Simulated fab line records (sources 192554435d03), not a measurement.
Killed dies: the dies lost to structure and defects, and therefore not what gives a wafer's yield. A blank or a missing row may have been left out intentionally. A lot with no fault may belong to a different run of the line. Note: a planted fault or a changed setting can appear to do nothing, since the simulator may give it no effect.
Struck lot and sound lot, side by side || flow n5Finfet || 17 out of 1938 route steps
Sound: the wafers L765.1, L765.3, L765.4. Struck: wafer L782.3 (left out: L782.1, L782.5 of the same lot, which were not struck); the cause appears at the end.
Per side, at each step with rows, come the tool, then ch with its chambers, and then its first start. Under that, the readings that differ: sound wafers || struck wafers || difference of the means || sigmas: that difference in standard deviations of wafers without a fault.
alike: same words and numbers on both sides, and readings whose means sit less than 2 such deviations apart. not compared: any withheld reading, any reading some wafer has no value for, any bound like >300 that may hide the same value, and any number with overlapping values for which the record gives no deviation.
A row with sigmas, a row that says differs or no value, or rows on one side alone: a step with any of these is where the two part. When numbers do not overlap yet have no deviation, they are printed without sigmas and do not part them. A reading that every wafer of one side lacks parts them only if that side has two wafers or more.

first, 4 steps without rows for these wafers: N5_BEOL_M5_ALD_86 (deposits TaN, pulse time 2 s, purge time 3 s, co reactant purge time 2 s); N5_BEOL_M5_SURFACE_TREAT_87; N5_BEOL_M5_CVD_47 (deposits Co from CCTBA/H2, target thk 3 nm, time 216 s); N5_BEOL_M5_SPUTTER_48 (material Cu, target thk 15 nm, time 27.62 s).
N5_BEOL_M5_ANNEAL_49: time 1800 s.
  sound on pvdSputter-03 at day 8 14:37; struck on pvdSputter-03 at day 13 09:53
  alike: heaterPowerW
then, 1 step without rows for these wafers: N5_BEOL_M5_SPUTTER_81 (material Cu, target thk 15 nm, time 27.62 s).
N5_BEOL_M5_ANNEAL_82: time 1800 s.
  sound on pvdSputter-03 at day 8 15:43; struck on pvdSputter-03 at day 13 10:58
  alike: heaterPowerW
then, 1 step without rows for these wafers: N5_BEOL_M5_SPUTTER_83 (material Cu, target thk 15 nm, time 27.62 s).
N5_BEOL_M5_ANNEAL_84: time 1800 s.
  sound on pvdSputter-03 at day 8 16:47; struck on pvdSputter-03 at day 13 12:03
  alike: heaterPowerW
N5_BEOL_M5_SPUTTER_88: material Cu, target thk 15 nm, time 27.62 s.
  sound on pvdSputter-03 at day 8 17:48; struck on pvdSputter-03 at day 13 13:04
  alike: substrateTempC, throttleValvePct
then, 1 step without rows for these wafers: N5_BEOL_M5_ANNEAL_89 (time 1800 s).
N5_BEOL_M5_SPUTTER_90: material Cu, target thk 4.5 nm, time 8.29 s.
  sound on pvdSputter-03 at day 8 18:53; struck on pvdSputter-03 at day 13 14:09
  alike: substrateTempC, throttleValvePct
N5_BEOL_M5_ECD_50: material Cu, target thk 300 nm.
  sound on ecdCu-01 ch 0,1, day 8 19:13; struck on ecdCu-02 ch 1, day 13 14:16
{"reading": "model.Cu_of_BEOL_M5_ECD_50.thkNm (nm)", "sound": "297.4 300 299.2", "struck": 414.2, "difference": "+115.3", "sigmas": ""}
then, 1 step without rows for these wafers: N5_BEOL_M5_ANNEAL_51 (time 90 s).
N5_BEOL_M5_CMP_52: polishes, stops on SiCOH lowk, t overpolish 6.9 s, target thk 62 nm.
  sound on cmp-01 ch 1,2,3, day 8 19:39; struck on cmp-02 ch 0, day 13 14:59
{"reading": "timeToEndpointS (s)", "sound": "60 53 63", "struck": 84, "difference": "+25", "sigmas": "+6"}
  alike: edgeZonePressureFrac, motorCurrentA
N5_BEOL_M5_THK_MEAS_53: measures by xrf.
  sound on filmMetro-02 at day 8 19:56; struck on filmMetro-01 at day 13 15:13
  alike: M5_THK
-- the record jumps here: 4 days lie between the struck wafers' starts before and after (it left off in module BEOL_M5 and takes up again in module PASSIVATION, whose first step shown is number 1936 of the route) --
N5_PASSIVATION_PROBE_49:
  only the struck wafers here have rows in the record (prober-01, day 17 09:26); the sound ones have none

## WHERE THEY PART
First at N5_BEOL_M5_CMP_52; last, within this record, at N5_PASSIVATION_PROBE_49.

WHY: the cause the simulator had injected
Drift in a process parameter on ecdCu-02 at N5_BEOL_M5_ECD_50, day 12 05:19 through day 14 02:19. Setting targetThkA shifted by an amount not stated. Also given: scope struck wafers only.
